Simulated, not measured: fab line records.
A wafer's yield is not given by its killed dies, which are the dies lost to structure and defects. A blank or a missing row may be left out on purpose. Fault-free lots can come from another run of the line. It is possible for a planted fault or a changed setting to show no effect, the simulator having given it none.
Code-filled problem report in 8D (eight disciplines) form ; flow n5_finfet ; the parts of the form that need people (team, actions taken, sign-off) are left out

1. THE PROBLEM
killed_at_M4_up at N5_PASSIVATION_PROBE_49 reads a mean of 129 on 6 wafers of 2 lots; wafers without a fault read 13 with a standard deviation of 5.2. Relative to the usual mean, that is a shift of +22 standard deviations.
Earliest sighting: wafer L453.1 on prober-01 at day 15 06:26. Wafers with a number at this step in the record: 29, from 10 lots. The rule behind "out" and "out of limits": a value lying over 4 standard deviations away from the usual mean. The other wafers with a number count as sound.

2. WHAT IT IS, WHAT IT ISN'T
question;is;is not
which readings at this step;killed_at_M4_up, killed_dies;killed_at_M0_to_M3, killed_at_contacts, killed_at_other, killed_open, killed_short
which lots;L453, L454;L443, L444, L445, L450, L452, L457, L462, L464
which wafers of those lots;all that have a number;-
read on which tools;prober-01;prober-02
when;from day 15 06:26;"up to then (15 sound wafers); but 8 sound wafers of L457, L462, L464 came after"

3. THE SUSPECTS, EACH WITH WHAT RULES IT OUT
Counting: a tool at any process step up to the reading remains a suspect when it ran all the lots that are out and ran no sound lot after the first of those.
- wet_bench-06 at N5_BEOL_M13_PRECLEAN_39 (cleans in residue remover, time 60 s): kept. It processed each lot that is out, first L453 at day 14 03:22, and no sound lot thereafter; up to then, the last sound lot it processed was L450 at day 13 07:41.
- pvd_sputter-02 at N5_PASSIVATION_DEGAS_18 (time 60 s): ruled out as a lasting fault. Sound lots L457 ran on it after its first lot that is out, L453 (day 15 00:50).
- rie_diel-03 at N5_PASSIVATION_PASS_ETCH_47 (etches SiNx in CF4/O2, target depth 770 nm, time 385 s): kept. It processed each lot that is out, first L453 at day 15 03:25, and no sound lot thereafter; up to then, the last sound lot it processed was L452 at day 14 22:18.
- prober-01 at N5_PASSIVATION_PROBE_49: ruled out as a lasting fault. Sound lots L457, L462 ran on it after its first lot that is out, L453 (day 15 06:26).
Remaining after the count are wet_bench-06 at N5_BEOL_M13_PRECLEAN_39 and rie_diel-03 at N5_PASSIVATION_PASS_ETCH_47.

4. THE CAUSE (what the simulator had put in)
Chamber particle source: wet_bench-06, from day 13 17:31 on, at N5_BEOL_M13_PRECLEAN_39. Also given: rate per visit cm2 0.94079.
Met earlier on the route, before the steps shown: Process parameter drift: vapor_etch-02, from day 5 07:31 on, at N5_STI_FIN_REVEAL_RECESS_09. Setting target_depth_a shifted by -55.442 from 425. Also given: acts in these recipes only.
Of the 2 suspects that counting leaves, this tool is one.

5. THE EFFECT CHAIN, in route order
One row per reading whose mean, taken over the struck wafers that have a number, lies over 3 standard deviations from the usual. Only readings for which the record gives a usual standard deviation are gone through. hours: the time from each lot's start at the first step in this table that gives one to its start at this step, as a median over the lots. sigmas: the change in usual standard deviations.
hours;step;reading;usual;on struck wafers;change;sigmas
0;N5_PASSIVATION_PROBE_49;killed_at_M4_up;13;129;+116;+22
0;N5_PASSIVATION_PROBE_49;killed_dies;101;234;+134;+6.7
Here are the process steps it includes:
- N5_PASSIVATION_PROBE_49

6. WHAT WOULD HAVE CAUGHT IT SOONER
In this record no reading fell out of limits until day 15 06:26, 37 hours after the fault had begun at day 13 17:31.
All the lots that are out (2) had begun N5_BEOL_M13_PRECLEAN_39 on wet_bench-06 by day 15 06:26. Tool hold at that time: it would have spared none of them.
